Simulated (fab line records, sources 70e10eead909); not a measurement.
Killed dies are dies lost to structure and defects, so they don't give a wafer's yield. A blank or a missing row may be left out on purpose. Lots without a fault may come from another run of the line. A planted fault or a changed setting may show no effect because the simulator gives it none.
A struck lot beside a sound one | flow nand_harc | 13 steps out of a route of 1302
Sound: wafers L911.2, L911.3, L911.4. Struck: wafers L920.2, L920.3, L920.6. The cause comes at the end.
At each step with rows: each side's tool, then ch and its chambers, then its first start. Under that, the readings that differ: sound wafers | struck wafers | difference of the means | sigmas: that difference in standard deviations of wafers without a fault.
alike: readings whose means differ by less than 2 such deviations, and words and numbers that are the same on both sides. not compared: withheld readings, readings that some wafer has no value for, bounds like >300 that may hide the same value, and numbers for which the record gives no deviation and whose values overlap.
The two part at a step that has a row with sigmas, a row that says differs or no value, or rows on one side only. Numbers that don't overlap but have no deviation are shown without sigmas and don't part them. A reading that every wafer of one side lacks parts them only if that side has two wafers or more.

first, 1 step without rows for these wafers: NHARC_A_ONON_D1_DEP_00 (target thk 1000 nm).
NHARC_A_ONON_D1_THK_MEAS_02: measures by ellipsometry.
  sound on film_metro-01, day 12 09:17; struck on film_metro-02, day 16 06:04
  reading     | sound          | struck      | difference | sigmas
  thk_nm (nm) | 1012 1010 1011 | 981 982 983 | -29        | -3
then, 1 step without rows for these wafers: NHARC_A_ONON_D1_DEP_03 (target thk 1000 nm).
NHARC_A_ONON_D1_THK_MEAS_05: measures by ellipsometry.
  sound on film_metro-01, day 12 09:51; struck on film_metro-01, day 16 06:38
  reading     | sound          | struck      | difference | sigmas
  thk_nm (nm) | 1030 1028 1031 | 996 996 997 | -33        | -3
then, 1 step without rows for these wafers: NHARC_A_ONON_D1_DEP_06 (target thk 1000 nm).
NHARC_A_ONON_D1_THK_MEAS_08: measures by ellipsometry.
  sound on film_metro-01, day 12 10:25; struck on film_metro-02, day 16 07:14
  alike: thk_nm
then, 1 step without rows for these wafers: NHARC_A_ONON_D1_DEP_09 (target thk 1000 nm).
NHARC_A_ONON_D1_THK_MEAS_11: measures by ellipsometry.
  sound on film_metro-01, day 12 10:59; struck on film_metro-02, day 16 07:48
  alike: thk_nm
then, 1 step without rows for these wafers: NHARC_A_ONON_D1_DEP_12 (target thk 1000 nm).
NHARC_A_ONON_D1_THK_MEAS_14: measures by ellipsometry.
  sound on film_metro-02, day 12 11:33; struck on film_metro-02, day 16 08:22
  alike: thk_nm
then, 1 step without rows for these wafers: NHARC_A_ONON_D1_ANNEAL_15 (time 3600 s).
NHARC_A_ONON_D1_DEP_16: target thk 1000 nm.
  sound on pecvd_onon-01 ch 0, day 12 21:28; struck on pecvd_onon-01 ch 0, day 16 15:28
NHARC_A_ONON_D1_THK_MEAS_18: measures by ellipsometry.
  sound on film_metro-01, day 12 21:55; struck on film_metro-01, day 16 16:05
  reading     | sound          | struck         | difference | sigmas
  thk_nm (nm) | 1008 1009 1008 | 1619 1618 1621 | +611       | +70
  not compared: hold

WHERE THEY PART
First at NHARC_A_ONON_D1_THK_MEAS_02; last, within this record, at NHARC_A_ONON_D1_THK_MEAS_18.

WHY: what the simulator had put in
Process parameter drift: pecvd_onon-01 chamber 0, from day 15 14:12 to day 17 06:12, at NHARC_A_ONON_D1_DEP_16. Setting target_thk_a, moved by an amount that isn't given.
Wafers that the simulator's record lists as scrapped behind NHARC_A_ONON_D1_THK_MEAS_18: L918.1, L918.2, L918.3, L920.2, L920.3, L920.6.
